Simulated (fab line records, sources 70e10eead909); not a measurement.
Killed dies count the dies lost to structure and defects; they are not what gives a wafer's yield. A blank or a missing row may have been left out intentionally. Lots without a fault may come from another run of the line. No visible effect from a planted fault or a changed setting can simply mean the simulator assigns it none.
Which tool is to blame?	flow nand harc	72 wafers from 24 lots sampled at 6 of the route's 1302 steps

== WHAT THE GAUGES READ, wafer by wafer ==
The record lacks any reading of a measuring or inspecting step that a usual standard deviation could be used to judge.

== EACH LOT AND THE TOOL THAT RAN IT (in order: tool; ch and the chambers of the sampled wafers; start) ==
lot	NHARC_A_STAIRCASE_ETCH_13	NHARC_A_STAIRCASE_ETCH_23	NHARC_A_STAIRCASE_STRIP_175	NHARC_A_STAIRCASE_ETCH_199	NHARC_A_STAIRCASE_TRIM_200	NHARC_A_STAIRCASE_STRIP_205
L075	rie diel-04 ch 1,2, day 16 09:29 or earlier	rie diel-09 ch 0,1,2, day 16 09:29 or earlier	plasma asher-01 ch 0,1, day 16 09:29	rie diel-09 ch 1,3, day 16 13:13 or earlier	rie diel-09 ch 0,2,3, day 16 13:13 or earlier	plasma asher-01 ch 0,1, day 16 13:13
L074	rie diel-01 ch 0,2,3, day 16 09:52 or earlier	rie diel-04 ch 0,1,2, day 16 09:52 or earlier	plasma asher-02 ch 0,1, day 16 09:52	rie diel-04 ch 0,1,3, day 16 13:35 or earlier	rie diel-04 ch 0,1,2, day 16 13:35 or earlier	plasma asher-01 ch 0,1, day 16 13:35
L076	rie diel-04 ch 0,2, day 16 22:35 or earlier	rie diel-04 ch 1,3, day 16 22:35 or earlier	plasma asher-01 ch 0,1, day 16 22:35	rie diel-09 ch 0,1,3, day 17 02:06 or earlier	rie diel-09 ch 0,1,2, day 17 02:06 or earlier	plasma asher-02 ch 0, day 17 02:06
L077	rie diel-09 ch 0,1,3, day 17 15:49 or earlier	rie diel-01 ch 0,1,2, day 17 15:49 or earlier	plasma asher-02 ch 0,1, day 17 15:49	rie diel-01 ch 1,2,3, day 17 19:59 or earlier	rie diel-01 ch 0,1,3, day 17 19:59 or earlier	plasma asher-01 ch 1, day 17 19:59
L078	rie diel-04 ch 1,2,3, day 17 19:19 or earlier	rie diel-04 ch 0,1,3, day 17 19:19 or earlier	plasma asher-01 ch 0,1, day 17 19:19	rie diel-09 ch 0,2,3, day 17 23:20 or earlier	rie diel-09 ch 0,2,3, day 17 23:20 or earlier	plasma asher-01 ch 0,1, day 17 23:20
L079	rie diel-04 ch 1,2,3, day 17 19:39 or earlier	rie diel-09 ch 0,2,3, day 17 19:39 or earlier	plasma asher-01 ch 0,1, day 17 19:39	rie diel-01 ch 1,2,3, day 17 23:39 or earlier	rie diel-01 ch 0,2,3, day 17 23:39 or earlier	plasma asher-02 ch 0,1, day 17 23:39
L080	rie diel-01 ch 0,1, day 18 10:00 or earlier	rie diel-01 ch 1,2, day 18 10:00 or earlier	plasma asher-02 ch 0,1, day 18 10:00	rie diel-04 ch 0,2, day 18 13:53 or earlier	rie diel-04 ch 0,1,3, day 18 13:53 or earlier	plasma asher-02 ch 0,1, day 18 13:53
L081	rie diel-04 ch 2,3, day 18 15:29 or earlier	rie diel-09 ch 0,1, day 18 15:29 or earlier	plasma asher-01 ch 0,1, day 18 15:29	rie diel-09 ch 0,1,3, day 18 20:05 or earlier	rie diel-09 ch 0,2, day 18 20:05 or earlier	plasma asher-01 ch 0,1, day 18 20:05
L082	rie diel-09 ch 0,1,3, day 19 06:26 or earlier	rie diel-01 ch 0,1,2, day 19 06:26 or earlier	plasma asher-02 ch 0,1, day 19 06:26	rie diel-09 ch 1,2,3, day 19 12:54 or earlier	rie diel-09 ch 0,1,2, day 19 12:54 or earlier	plasma asher-01 ch 0,1, day 19 12:54
L083	rie diel-09 ch 0,2,3, day 19 06:43 or earlier	rie diel-09 ch 1,2,3, day 19 06:43 or earlier	plasma asher-02 ch 0,1, day 19 06:43	rie diel-01 ch 1,2,3, day 19 12:37 or earlier	rie diel-01 ch 1,2,3, day 19 12:37 or earlier	plasma asher-01 ch 0,1, day 19 12:37
L085	rie diel-09 ch 1,2,3, day 20 05:54 or earlier	rie diel-01 ch 1,2, day 20 05:54 or earlier	plasma asher-01 ch 0,1, day 20 05:54	rie diel-04 ch 0,2,3, day 20 10:09 or earlier	rie diel-04 ch 0,2, day 20 10:09 or earlier	plasma asher-01 ch 0,1, day 20 10:09
L084	rie diel-04 ch 0,3, day 20 09:30 or earlier	rie diel-09 ch 0,1, day 20 09:30 or earlier	plasma asher-02 ch 0, day 20 09:30	rie diel-09 ch 0,2, day 20 13:11 or earlier	rie diel-09 ch 0,1,3, day 20 13:11 or earlier	plasma asher-02 ch 0,1, day 20 13:11
L086	rie diel-01 ch 1,2,3, day 20 20:20 or earlier	rie diel-01 ch 0,3, day 20 20:20 or earlier	plasma asher-01 ch 0,1, day 20 20:20	rie diel-01 ch 1,3, day 21 00:00 or earlier	rie diel-01 ch 1,2, day 21 00:00 or earlier	plasma asher-02 ch 0,1, day 21 00:00
L087	rie diel-01 ch 0,1,3, day 21 19:57 or earlier	rie diel-01 ch 0,2,3, day 21 19:57 or earlier	plasma asher-01 ch 0,1, day 21 19:57	rie diel-04 ch 0,1,3, day 22 00:35 or earlier	rie diel-04 ch 0,1,2, day 22 00:35 or earlier	plasma asher-02 ch 0,1, day 22 00:35
L088	rie diel-04 ch 1,3, day 22 03:50 or earlier	rie diel-04 ch 0,1,3, day 22 03:50 or earlier	plasma asher-02 ch 0, day 22 03:50	rie diel-01 ch 0,2, day 22 07:37 or earlier	rie diel-01 ch 0,2,3, day 22 07:37 or earlier	plasma asher-02 ch 0,1, day 22 07:37
L089	rie diel-01 ch 0,1,3, day 22 04:03 or earlier	rie diel-01 ch 0,3, day 22 04:03 or earlier	plasma asher-01 ch 0,1, day 22 04:03	rie diel-04 ch 1,2,3, day 22 08:31 or earlier	rie diel-04 ch 1,3, day 22 08:31 or earlier	plasma asher-01 ch 0,1, day 22 08:31
L090	rie diel-01 ch 0,1,2, day 23 00:14 or earlier	rie diel-09 ch 0,3, day 23 00:14 or earlier	plasma asher-02 ch 1, day 23 00:14	rie diel-04 ch 0,3, day 23 04:41 or earlier	rie diel-04 ch 0,1,2, day 23 04:41 or earlier	plasma asher-02 ch 0, day 23 04:41
L091	rie diel-01 ch 0,2,3, day 23 00:24 or earlier	rie diel-01 ch 1,2,3, day 23 00:24 or earlier	plasma asher-01 ch 0,1, day 23 00:24	rie diel-04 ch 0,1,3, day 23 04:46 or earlier	rie diel-04 ch 0,2,3, day 23 04:46 or earlier	plasma asher-01 ch 0,1, day 23 04:46
L093	rie diel-09 ch 0,1,2, day 24 02:53 or earlier	rie diel-09 ch 1,2,3, day 24 02:53 or earlier	plasma asher-01 ch 0,1, day 24 02:53	rie diel-01 ch 0,1,3, day 24 05:59 or earlier	rie diel-04 ch 1,2,3, day 24 05:59	plasma asher-02 ch 0,1, day 24 06:43
L092	rie diel-01 ch 0,1,2, day 24 02:57 or earlier	rie diel-01 ch 0,1,2, day 24 02:57 or earlier	plasma asher-02 ch 0,1, day 24 02:57	rie diel-09 ch 1,2,3, day 24 07:12 or earlier	rie diel-09 ch 0,2,3, day 24 07:12 or earlier	plasma asher-01 ch 0,1, day 24 07:12
L095	rie diel-09 ch 1,2, day 24 13:14 or earlier	rie diel-09 ch 0,1,2, day 24 13:14 or earlier	plasma asher-01 ch 0,1, day 24 13:14	rie diel-04 ch 0,2, day 24 16:59 or earlier	rie diel-04 ch 0,3, day 24 16:59 or earlier	plasma asher-01 ch 0,1, day 24 16:59
L094	rie diel-04 ch 1,2,3, day 24 13:32 or earlier	rie diel-04 ch 1,3, day 24 13:32 or earlier	plasma asher-01 ch 0,1, day 24 13:32	rie diel-04 ch 0,2, day 24 17:20 or earlier	rie diel-04 ch 1,2, day 24 17:20 or earlier	plasma asher-02 ch 0,1, day 24 17:20
L096	rie diel-04 ch 0,1,2, day 24 16:46 or earlier	rie diel-09 ch 0,3, day 24 16:46 or earlier	plasma asher-02 ch 0,1, day 24 16:46	rie diel-04 ch 0,1,2, day 24 20:37 or earlier	rie diel-04 ch 0,1, day 24 20:37 or earlier	plasma asher-01 ch 0,1, day 24 20:37
L097	rie diel-04 ch 1,2,3, day 25 10:40 or earlier	rie diel-04 ch 1,2,3, day 25 10:40 or earlier	plasma asher-02 ch 0,1, day 25 10:40	rie diel-04 ch 0,2,3, day 25 14:22 or earlier	rie diel-04 ch 1,2,3, day 25 14:22 or earlier	plasma asher-01 ch 0,1, day 25 14:22
- NHARC_A_STAIRCASE_ETCH_13: etches the open film in C4F8/O2, target depth 100 nm, time 40.5 s.
- NHARC_A_STAIRCASE_ETCH_23: etches the open film in C4F8/O2, target depth 100 nm, time 40.5 s.
- NHARC_A_STAIRCASE_STRIP_175: strips in O2.
- NHARC_A_STAIRCASE_ETCH_199: etches the open film in C4F8/O2, target depth 100 nm, time 40.5 s.
- NHARC_A_STAIRCASE_TRIM_200: chemistry O2, time 211.2 s.
- NHARC_A_STAIRCASE_STRIP_205: strips in O2.

== AS READ BY THE TOOLS THEMSELVES (means over the sampled wafers that have a number; for cases with no such wafer, the mark the record gives instead) ==
NHARC_A_STAIRCASE_ETCH_13.
lot	tool	oes product au (a.u.)	rf vpp V (V)
L075	rie diel-04	0.953	887
L074	rie diel-01	0.958	892
L076	rie diel-04	0.944	899
L077	rie diel-09	0.950	899
L078	rie diel-04	0.944	890
L079	rie diel-04	0.927	889
L080	rie diel-01	0.921	891
L081	rie diel-04	0.937	890
L082	rie diel-09	0.947	897
L083	rie diel-09	0.928	894
L085	rie diel-09	0.943	898
L084	rie diel-04	0.924	899
L086	rie diel-01	0.959	898
L087	rie diel-01	0.949	896
L088	rie diel-04	0.962	889
L089	rie diel-01	0.940	896
L090	rie diel-01	0.945	893
L091	rie diel-01	0.939	898
L093	rie diel-09	0.954	898
L092	rie diel-01	0.947	893
L095	rie diel-09	0.941	896
L094	rie diel-04	0.947	895
L096	rie diel-04	0.933	898
L097	rie diel-04	0.937	895

NHARC_A_STAIRCASE_ETCH_23.
lot	tool	oes product au (a.u.)	rf vpp V (V)
L075	rie diel-09	0.956	892
L074	rie diel-04	0.951	893
L076	rie diel-04	0.950	889
L077	rie diel-01	0.935	894
L078	rie diel-04	0.944	896
L079	rie diel-09	0.940	894
L080	rie diel-01	0.935	894
L081	rie diel-09	0.944	896
L082	rie diel-01	0.955	894
L083	rie diel-09	0.940	898
L085	rie diel-01	0.952	896
L084	rie diel-09	0.947	891
L086	rie diel-01	0.926	895
L087	rie diel-01	0.946	899
L088	rie diel-04	0.932	895
L089	rie diel-01	0.941	901
L090	rie diel-09	0.956	906
L091	rie diel-01	0.944	898
L093	rie diel-09	0.947	897
L092	rie diel-01	0.946	893
L095	rie diel-09	0.934	898
L094	rie diel-04	0.952	897
L096	rie diel-09	0.937	905
L097	rie diel-04	0.942	896

NHARC_A_STAIRCASE_STRIP_175.
lot	tool	drypump motor current A (A)	heater power w (W)
L075	plasma asher-01	6.24	297
L074	plasma asher-02	5.94	332
L076	plasma asher-01	6.22	298
L077	plasma asher-02	5.96	329
L078	plasma asher-01	6.22	305
L079	plasma asher-01	6.25	298
L080	plasma asher-02	5.92	321
L081	plasma asher-01	6.22	307
L082	plasma asher-02	5.92	316
L083	plasma asher-02	5.94	335
L085	plasma asher-01	6.22	306
L084	plasma asher-02	5.97	348
L086	plasma asher-01	6.22	308
L087	plasma asher-01	6.25	292
L088	plasma asher-02	5.97	352
L089	plasma asher-01	6.24	298
L090	plasma asher-02	5.89	301
L091	plasma asher-01	6.22	305
L093	plasma asher-01	6.23	299
L092	plasma asher-02	5.94	315
L095	plasma asher-01	6.20	309
L094	plasma asher-01	6.20	309
L096	plasma asher-02	5.95	336
L097	plasma asher-02	5.94	335

NHARC_A_STAIRCASE_ETCH_199.
lot	tool	oes product au (a.u.)	rf vpp V (V)
L075	rie diel-09	0.946	902
L074	rie diel-04	0.942	895
L076	rie diel-09	0.957	898
L077	rie diel-01	0.942	900
L078	rie diel-09	0.947	893
L079	rie diel-01	0.959	899
L080	rie diel-04	0.934	898
L081	rie diel-09	0.932	898
L082	rie diel-09	0.943	898
L083	rie diel-01	0.940	899
L085	rie diel-04	0.929	895
L084	rie diel-09	0.944	888
L086	rie diel-01	0.930	896
L087	rie diel-04	0.954	895
L088	rie diel-01	0.935	894
L089	rie diel-04	0.942	887
L090	rie diel-04	0.938	898
L091	rie diel-04	0.941	894
L093	rie diel-01	0.946	895
L092	rie diel-09	0.948	898
L095	rie diel-04	0.936	897
L094	rie diel-04	0.935	898
L096	rie diel-04	0.939	899
L097	rie diel-04	0.961	894

NHARC_A_STAIRCASE_TRIM_200.
lot	tool	drypump motor current A (A)	oes product au (a.u.)	rf vpp V (V)	showerhead plenum p Torr (Torr)	throttle valve pct (%)
L075	rie diel-09	5.8	1.005	57.7	3.47	17.032
L074	rie diel-04	5.4	0.996	57.1	3.46	17.030
L076	rie diel-09	5.9	0.990	58.3	3.43	17.031
L077	rie diel-01	6.0	0.997	58.4	3.54	17.037
L078	rie diel-09	5.8	1.000	57.8	3.46	17.044
L079	rie diel-01	6.0	0.990	57.6	3.62	17.033
L080	rie diel-04	5.4	1.005	57.1	3.49	17.034
L081	rie diel-09	5.9	0.997	57.6	3.29	17.031
L082	rie diel-09	5.9	1.007	57.1	3.42	17.044
L083	rie diel-01	6.2	1.003	58.2	3.60	17.044
L085	rie diel-04	5.6	0.998	58.6	3.59	17.037
L084	rie diel-09	5.8	0.997	58.7	3.57	17.031
L086	rie diel-01	5.9	1.001	57.6	3.53	17.030
L087	rie diel-04	5.4	1.003	57.8	3.43	17.035
L088	rie diel-01	6.0	1.006	57.7	3.60	17.030
L089	rie diel-04	5.2	1.005	57.5	3.32	17.039
L090	rie diel-04	5.4	0.994	58.1	3.43	17.039
L091	rie diel-04	5.5	0.995	58.0	3.48	17.040
L093	rie diel-04	5.3	1.002	58.2	3.51	17.039
L092	rie diel-09	5.8	0.998	58.2	3.62	17.040
L095	rie diel-04	5.5	0.998	57.8	3.52	17.046
L094	rie diel-04	5.1	0.999	57.5	3.63	17.039
L096	rie diel-04	5.2	1.006	58.3	3.77	17.038
L097	rie diel-04	5.3	0.996	57.9	3.50	17.039

NHARC_A_STAIRCASE_STRIP_205.
lot	tool	drypump motor current A (A)	heater power w (W)
L075	plasma asher-01	6.24	296
L074	plasma asher-01	6.26	297
L076	plasma asher-02	5.98	335
L077	plasma asher-01	6.24	286
L078	plasma asher-01	6.23	294
L079	plasma asher-02	5.95	333
L080	plasma asher-02	5.95	334
L081	plasma asher-01	6.26	295
L082	plasma asher-01	6.22	299
L083	plasma asher-01	6.24	291
L085	plasma asher-01	6.20	309
L084	plasma asher-02	5.94	333
L086	plasma asher-02	5.93	318
L087	plasma asher-02	5.92	320
L088	plasma asher-02	5.96	335
L089	plasma asher-01	6.21	305
L090	plasma asher-02	5.97	352
L091	plasma asher-01	6.22	308
L093	plasma asher-02	5.94	335
L092	plasma asher-01	6.22	294
L095	plasma asher-01	6.25	293
L094	plasma asher-02	5.95	338
L096	plasma asher-01	6.23	296
L097	plasma asher-01	6.27	297

== THE ANSWER, worked out from the rows above alone ==
Rule: what is usual is taken from the lots themselves. The widest of any qualifying gaps counts: lots, ordered by their means at a reading, are off when they make up no more than a third of the lots, leave a main group of 4 or more, and stand apart from it by 3 or more times the standard deviation of that group's means. Not used: any main group whose means are identical at the precision the tables above print for the reading. Also off: a lot with no number at a reading for which 4 or more lots have one. Where the step has rows for the other lots, those lots are counted as sound. The gauges are gone through in route order, then the tools' own readings, and for those a lot's mean is taken as printed above. The first step at which some lot is off is used, and at that step the reading that is off furthest; a lot without a number counts as furthest.
Across all readings shown, no lot is off: no conclusion can be drawn from this.

== WHAT THE SIMULATOR HAD INSERTED ==
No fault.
